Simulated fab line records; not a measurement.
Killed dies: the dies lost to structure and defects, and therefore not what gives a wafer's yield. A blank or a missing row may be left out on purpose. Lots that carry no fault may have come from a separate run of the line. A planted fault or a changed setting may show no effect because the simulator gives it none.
fab line records | flow nandHarc
record lots=5 | wafers=15 | lastDay=32
route steps=1302 shown A_BLC@1119
lots untouched by any fault: they come from a run of this same line in which no faults occurred
startH: hours from the record's first day to the start of the lot's first wafer shown | waitH: hours from the lot's prior step to this one | " identical to the entry in the row above | L1.1+2: several wafers, shown together as one row | - no value, or no start was given | * or withheld: withheld | < > ~ a bound
route shown NAME@n: NAME is a module with steps in the file, n the number in the route of the first one | usual: the fault-free wafers' mean and standard deviation | same: alike in all rows | chamber/n: place in a boat | sites: readings site by site | _std_site: the standard deviation of these | _edge_site: outer sites' mean less inner sites' | radiusMm: for every site, how far away it sits from the centre of the wafer | mask NAME#n: copy n | behind: the most recent tool/chamber to have shaped the wafer | hold: the reason the lot was held/the length of the hold in hours/how it ended | device: the n, p or np transistor that did not switch | end of line: the tests these same wafers got at the end of their route | a step with no rows: only its recipe | killed: at the first sort, the dies lost to defects and structure; wafer yield is something else | map: dies across one wafer; x = killed, . = not, _ = none there
set.NAME: the setting that was run; set.NAME@STEP: the one run at that earlier step | model.NAME: the simulator's own value behind a step, which no gauge read
lots at some steps of the route; a table a step, a row a wafer
services: from which hour (startH, from the record's first day; less than 0 if before it) a tool's chamber was out of use, for how many hours, and why
## steps
# step NHARC_A_BLC_INSPECT_12
# usual rawDefectCount=82/38
lot.wafer | tool             | chamber | startH | waitH | rawDefectCount
L316.2    | defectInspect-02 | -       | 543.28 | 0.0   | 75
L316.5    | "                | -       | "      | "     | 96
L316.6    | "                | -       | "      | "     | 95
L317.1    | defectInspect-02 | -       | 566.18 | 0.0   | 116
L317.4    | "                | -       | "      | "     | 114
L317.5    | "                | -       | "      | "     | 112
L321.2    | defectInspect-02 | -       | 570.43 | 0.0   | 108
L321.3    | "                | -       | "      | "     | 127
L321.4    | "                | -       | "      | "     | 113
L333.1    | defectInspect-02 | -       | 710.17 | 0.0   | 87
L333.3    | "                | -       | "      | "     | 77
L333.4    | "                | -       | "      | "     | 90
L334.1    | defectInspect-02 | -       | 713.51 | 0.0   | 77
L334.5    | "                | -       | "      | "     | 66
L334.6    | "                | -       | "      | "     | 80
# step NHARC_A_BLC_DESCUM_15
# recipe timeS=3 | o2FlowSccm=200 | arFlowSccm=0 | biasPowerW=0 | chemistry=O2
# step NHARC_A_BLC_ETCH_16
# recipe targetDepthA=390 | overEtchFrac=0.3 | timeS=65 | ionEnergyEv=80 | cf4FlowSccm=150 | arFlowSccm=0 | rfW=300 | biasW=100 | chemistry=CF4
# step NHARC_A_BLC_ETCH_17
# recipe targetDepthA=3900 | overEtchFrac=0.25 | timeS=609.38 | ionEnergyEv=200 | n2FlowSccm=150 | h2FlowSccm=150 | arFlowSccm=0 | rfW=400 | biasW=150 | chemistry=N2/H2
# usual chamberPressureMTorr=30.001/0.026 | drypumpMotorCurrentA=6.0/0.55 | n2FlowSccm=150.0/0.46 | oesProductAu=0.999/0.0072 | rfVppV=428.6/2.2 | showerheadPlenumPTorr=1.97/0.075 | throttleValvePct=14.170/0.0094
lot.wafer | tool       | chamber | startH | waitH | chamberPressureMTorr | drypumpMotorCurrentA | n2FlowSccm | oesProductAu | rfHoursCounterH | rfVppV | showerheadPlenumPTorr | throttleValvePct
L316.2    | rieDiel-12 | 1       | -      | -     | 30.023               | 5.7                  | 149.2      | 0.994        | 5               | 425.4  | 1.88                  | 14.171
L316.5    | "          | 0       | "      | "     | 30.026               | 5.4                  | 150.8      | 1.002        | -               | 431.9  | 2.13                  | 14.183
L316.6    | "          | 1       | "      | "     | 29.999               | 5.7                  | 150.1      | 0.998        | -               | 427.1  | 1.88                  | 14.197
L317.1    | rieDiel-12 | 1       | -      | -     | 29.979               | 5.7                  | 150.1      | 1.013        | 7               | 426.9  | 1.88                  | 14.170
L317.4    | "          | 2       | "      | "     | 29.978               | 5.7                  | 149.4      | 1.003        | 7               | 428.5  | 1.97                  | 14.166
L317.5    | "          | 0       | "      | "     | 29.957               | 5.4                  | 150.2      | 1.015        | -               | 432.6  | 2.13                  | 14.187
L321.3    | rieDiel-09 | 2       | -      | -     | 30.022               | 6.7                  | 150.3      | 0.985        | 4               | 426.7  | 1.95                  | 14.162
L321.4    | "          | 0       | "      | "     | 29.999               | 6.8                  | 150.2      | 1.006        | 4               | 429.6  | 1.96                  | 14.178
L321.2    | "          | 1       | "      | "     | 30.009               | 5.4                  | 150.2      | 1.009        | 4               | 426.2  | 1.90                  | 14.174
L333.3    | rieDiel-09 | 0       | -      | -     | 30.018               | 6.8                  | 150.2      | 1.012        | 3               | 429.7  | 1.95                  | 14.168
L333.4    | "          | 1       | "      | "     | 29.969               | 5.4                  | 150.5      | 0.989        | 2               | 427.1  | 1.90                  | 14.176
L333.1    | "          | 2       | "      | "     | 30.007               | 6.7                  | 149.5      | 0.996        | 2               | 428.1  | 1.95                  | 14.186
L334.1    | rieDiel-09 | 2       | -      | -     | 29.986               | 6.7                  | 150.4      | 1.008        | 3               | 427.4  | 1.95                  | 14.174
L334.5    | "          | 1       | "      | "     | 30.067               | 5.4                  | 149.2      | 0.999        | -               | 427.2  | 1.90                  | 14.177
L334.6    | "          | 2       | "      | "     | 29.990               | 6.7                  | 150.2      | 1.009        | -               | 427.8  | 1.95                  | 14.174
# step NHARC_A_BLC_ETCH_18
# recipe targetDepthA=9100 | c4f8FlowSccm=20 | o2FlowSccm=10 | arFlowSccm=withheld | rfW=600 | biasW=1500 | chemistry=C4F8/O2/Ar
# usual chamberPressureMTorr=25.000/0.024 | oesProductAu=0.954/0.02 | rfVppV=974/5
lot.wafer | tool       | chamber | startH | waitH | chamberPressureMTorr | oesProductAu | rfHoursCounterH | rfVppV
L316.2    | rieDiel-12 | 3       | -      | -     | 25.004               | 0.964        | 4               | 985
L316.6    | "          | 1       | "      | "     | 25.021               | 0.951        | -               | 967
L316.5    | "          | 2       | "      | "     | 24.996               | 0.954        | -               | 974
L317.1    | rieDiel-12 | 1       | -      | -     | 24.980               | 0.975        | 8               | 968
L317.4    | "          | 2       | "      | "     | 25.039               | 0.976        | 7               | 974
L317.5    | "          | 1       | "      | "     | 24.982               | 0.977        | -               | 967
L321.2    | rieDiel-09 | 0       | -      | -     | 25.000               | 0.951        | 5               | 972
L321.4    | "          | 1       | "      | "     | 25.008               | 0.944        | 4               | 969
L321.3    | "          | 3       | "      | "     | 24.964               | 0.960        | 5               | 975
L333.3    | rieDiel-09 | 0       | -      | -     | 24.998               | 0.962        | 3               | 973
L333.4    | "          | 1       | "      | "     | 24.995               | 0.952        | 3               | 970
L333.1    | "          | 2       | "      | "     | 24.966               | 0.973        | 3               | 974
L334.1    | rieDiel-09 | 3       | -      | -     | 24.995               | 0.949        | 3               | 975
L334.6    | "          | 0       | "      | "     | 24.967               | 0.975        | -               | 974
L334.5    | "          | 1       | "      | "     | 25.007               | 0.967        | -               | 968
# step NHARC_A_BLC_CD_MEAS_19
# usual cdNm=100.6/2.3
lot.wafer | tool     | chamber | startH | waitH | cdNm
L316.2    | cdSem-01 | -       | 544.31 | -     | 104.3
L316.5    | "        | -       | "      | "     | 101.3
L316.6    | "        | -       | "      | "     | 104.3
L317.1    | cdSem-01 | -       | 567.21 | -     | 103.4
L317.4    | "        | -       | "      | "     | 99.8
L317.5    | "        | -       | "      | "     | 99.0
L321.2    | cdSem-01 | -       | 571.47 | -     | 103.0
L321.3    | "        | -       | "      | "     | 103.4
L321.4    | "        | -       | "      | "     | 103.0
L333.1    | cdSem-02 | -       | 711.20 | -     | 100.5
L333.3    | "        | -       | "      | "     | 100.8
L333.4    | "        | -       | "      | "     | 100.1
L334.1    | cdSem-02 | -       | 714.54 | -     | 96.5
L334.5    | "        | -       | "      | "     | 97.5
L334.6    | "        | -       | "      | "     | 97.4
# step NHARC_A_BLC_STRIP_29
# recipe cf4FlowSccm=150 | arFlowSccm=0 | biasW=0 | chemistry=CF4
# step NHARC_A_BLC_STRIP_21
# recipe o2FlowSccm=500 | arFlowSccm=0 | biasW=0 | chemistry=O2
# usual chamberPressureMTorr=60.00/0.057 | drypumpMotorCurrentA=5.8/0.57 | oesProductAu=1.001/0.0094 | rfVppV=57.6/0.92 | showerheadPlenumPTorr=3.44/0.15 | throttleValvePct=17.037/0.0091
lot.wafer | tool       | chamber | startH | waitH | chamberPressureMTorr | drypumpMotorCurrentA | oesProductAu | rfHoursCounterH | rfVppV | showerheadPlenumPTorr | throttleValvePct
L316.2    | rieDiel-09 | 2       | 544.49 | 0.1   | 59.95                | 6.7                  | 0.985        | 2               | 57.5   | 3.39                  | 17.047
L316.5    | "          | 1       | "      | "     | 59.97                | 5.4                  | 1.003        | -               | 57.6   | 3.31                  | 17.029
L316.6    | "          | 2       | "      | "     | 60.05                | 6.7                  | 0.990        | -               | 56.7   | 3.39                  | 17.037
L317.4    | rieDiel-01 | 1       | 567.40 | 0.1   | 59.99                | 6.4                  | 1.011        | 0               | 57.7   | 3.37                  | 17.043
L317.1    | "          | 2       | "      | "     | 59.96                | 5.2                  | 0.986        | 0               | 58.7   | 3.81                  | 17.035
L317.5    | "          | 1       | "      | "     | 60.08                | 6.4                  | 1.007        | -               | 56.7   | 3.37                  | 17.031
L321.2    | rieDiel-09 | 2       | 571.65 | 0.1   | 60.01                | 6.7                  | 0.988        | 4               | 56.4   | 3.39                  | 17.045
L321.4    | "          | 0       | "      | "     | 59.99                | 6.8                  | 0.997        | 5               | 57.3   | 3.40                  | 17.041
L321.3    | "          | 1       | "      | "     | 59.97                | 5.4                  | 1.014        | 4               | 58.2   | 3.31                  | 17.046
L333.1    | rieDiel-09 | 2       | 711.38 | 0.1   | 60.06                | 6.7                  | 1.000        | 3               | 58.6   | 3.39                  | 17.029
L333.4    | "          | 0       | "      | "     | 59.95                | 6.8                  | 0.991        | 3               | 55.9   | 3.39                  | 17.030
L333.3    | "          | 1       | "      | "     | 60.02                | 5.4                  | 0.982        | 3               | 58.4   | 3.30                  | 17.032
L334.1    | rieDiel-12 | 2       | 714.74 | 0.1   | 59.94                | 5.7                  | 1.009        | 8               | 57.9   | 3.42                  | 17.043
L334.6    | "          | 3       | "      | "     | 59.91                | 5.9                  | 0.997        | -               | 57.6   | 3.67                  | 17.025
L334.5    | "          | 0       | "      | "     | 60.06                | 5.4                  | 1.004        | -               | 58.1   | 3.66                  | 17.039
# step NHARC_A_BLC_STRIP_22
# recipe timeS=600 | tempC=30 | chemistry=postEtchResidueRemover
# step NHARC_A_BLC_DEGAS_30
# recipe tempC=300 | timeS=60
# usual heaterPowerW=448/39
lot.wafer | tool          | chamber | startH | waitH | heaterPowerW
L316.2    | pvdSputter-03 | -       | 544.92 | -     | 499
L316.6    | "             | -       | "      | "     | 418
L316.5    | "             | -       | "      | "     | 499
L317.1    | pvdSputter-03 | -       | 567.83 | -     | 418
L317.4    | "             | -       | "      | "     | 562
L317.5    | "             | -       | "      | "     | 476
L321.3    | pvdSputter-02 | -       | 572.07 | -     | 445
L321.2    | "             | -       | "      | "     | 404
L321.4    | "             | -       | "      | "     | 387
L333.4    | pvdSputter-01 | -       | 711.79 | -     | 447
L333.3    | "             | -       | "      | "     | 441
L333.1    | "             | -       | "      | "     | 454
L334.1    | pvdSputter-01 | -       | 715.16 | -     | 440
L334.6    | "             | -       | "      | "     | 458
L334.5    | "             | -       | "      | "     | 461
# step NHARC_A_BLC_PRE_CLEAN_31
# recipe timeS=15 | biasV=250 | gas=Ar
# step NHARC_A_BLC_PVD_32
# recipe targetThkA=50 | chamberPressurePa=5 | powerW=5000 | substrateTempC=200 | timeS=17.7 | material=Ti
# usual throttleValvePct=29.9/0.95
lot.wafer | tool          | chamber | startH | waitH | throttleValvePct
L316.2    | pvdSputter-03 | -       | -      | -     | 30.6
L316.5    | "             | -       | "      | "     | 30.9
L316.6    | "             | -       | "      | "     | 30.3
L317.4    | pvdSputter-03 | -       | -      | -     | 28.6
L317.1    | "             | -       | "      | "     | 30.7
L317.5    | "             | -       | "      | "     | 30.2
L321.2    | pvdSputter-02 | -       | -      | -     | 30.8
L321.3    | "             | -       | "      | "     | 30.7
L321.4    | "             | -       | "      | "     | 31.0
L333.4    | pvdSputter-01 | -       | -      | -     | 29.3
L333.3    | "             | -       | "      | "     | 29.4
L333.1    | "             | -       | "      | "     | 28.0
L334.1    | pvdSputter-01 | -       | -      | -     | 30.9
L334.5    | "             | -       | "      | "     | 29.4
L334.6    | "             | -       | "      | "     | 31.1
# step NHARC_A_BLC_ALD_23
# recipe targetThkA=30 | pulseTimeS=1 | aldCycles=150 | tempC=450 | material=TiN
# usual aldCycles=150/0 | heaterPowerOuterW=700/82 | heaterPowerW=1116/130 | precursorPulseHeightRel=1.002/0.02
lot.wafer | tool        | chamber | startH | waitH | aldCycles | heaterPowerOuterW | heaterPowerW | precursorPulseHeightRel
L316.2    | aldMetal-03 | 3       | 545.21 | -     | 150       | 722               | 1142         | 0.999
L316.6    | "           | 0       | "      | "     | 150       | 671               | 1057         | 1.002
L316.5    | "           | 1       | "      | "     | 150       | 885               | 1450         | 0.982
L317.1    | aldMetal-01 | 2       | 568.05 | -     | 150       | 582               | 1066         | 0.987
L317.4    | "           | 3       | "      | "     | 150       | 662               | 995          | 1.005
L317.5    | "           | 3       | "      | "     | 150       | 638               | 981          | 0.974
L321.3    | aldMetal-01 | 2       | 572.31 | -     | 74        | 598               | 1071         | 1.006
L321.4    | "           | 0       | "      | "     | 150       | 664               | 1040         | 0.982
L321.2    | "           | 1       | "      | "     | 74        | 709               | 1122         | 1.009
L333.4    | aldMetal-03 | 2       | 712.04 | -     | 150       | 607               | 999          | 1.019
L333.3    | "           | 3       | "      | "     | 150       | 741               | 1125         | 0.988
L333.1    | "           | 0       | "      | "     | 150       | 670               | 1019         | 1.029
L334.1    | aldMetal-03 | 0       | 715.37 | -     | 150       | 658               | 1047         | 0.993
L334.6    | "           | 0       | "      | "     | 150       | 690               | 1033         | 1.044
L334.5    | "           | 1       | "      | "     | 150       | 871               | 1411         | 0.990
# step NHARC_A_BLC_CVD_24
# recipe targetThkA=1500 | tempC=300 | pressureTorr=40 | wf6FlowSccm=40 | h2FlowSccm=1600 | arFlowSccm=1560 | timeS=434 | material=W
## services
tool          | chamber | startH | hours | kind
aldMetal-01   | -       | 526.00 | 10.0  | pm
rieDiel-09    | 2       | 526.24 | 4.2   | repair
pvdSputter-03 | -       | 530.02 | 10.0  | pm
rieDiel-12    | -       | 532.37 | 9.2   | repair
rieDiel-01    | -       | 557.91 | 9.0   | pm
aldMetal-03   | -       | 568.10 | 10.0  | pm
rieDiel-12    | -       | 570.25 | 0.7   | repair
pvdSputter-01 | -       | 585.45 | 10.0  | pm
rieDiel-01    | 2       | 588.88 | 10.9  | repair
rieDiel-12    | 2       | 594.09 | 10.2  | repair
rieDiel-12    | -       | 622.43 | 9.0   | pm
pvdSputter-02 | -       | 638.05 | 10.0  | pm
rieDiel-12    | 2       | 640.39 | 5.0   | repair
rieDiel-12    | 3       | 644.06 | 7.3   | repair
aldMetal-03   | 3       | 662.08 | 5.1   | repair
rieDiel-09    | -       | 674.10 | 9.0   | pm
pvdSputter-03 | -       | 679.26 | 5.5   | repair
pvdSputter-02 | -       | 686.92 | 1.7   | repair
pvdSputter-02 | -       | 700.62 | 1.2   | repair
pvdSputter-02 | -       | 703.01 | 8.1   | repair
aldMetal-01   | 0       | 703.88 | 2.8   | repair
aldMetal-01   | -       | 704.00 | 10.0  | pm
pvdSputter-03 | -       | 708.02 | 10.0  | pm
rieDiel-12    | 3       | 711.61 | 2.5   | repair
## key
firstSign step=NHARC_A_BLC_ALD_23 | reading=aldCycles | direction=down | sigmas=99+ | usual=150 | struck=74
effect none on later readings
metAt NHARC_A_BLC_ALD_23
struckWafers L321.2,L321.3
laterRowsLeftOut L321.2,L321.3
sortLeftOut L321.2,L321.3
testerLeftOut L321
onsetBetween 568.05 572.31
fault kind=processParameterDrift | tool=aldMetal-01 | chamber=- | onsetH=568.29 | steps=NHARC_A_BLC_ALD_23 | channel=aldCycles | offset=-76 | shape=step | endH=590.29 | scope=struckWafersOnly | actsIn=theseRecipesOnly | stated=150
# testerLeftOut: of these lots the tester's yield and bins aren't shown, on N5 and GAA mostly nor the transistor test; their killed dies are dies lost to structure and defects alone, not to doping, threshold or leakage, so they don't give the yield
# sortLeftOut: the simulated sort isn't trusted on such a fault, so these wafers' sort isn't shown, and their yield isn't known
# laterRowsLeftOut: the simulator's readings of these wafers behind a module that went badly wrong aren't trusted and aren't shown, but for the sort
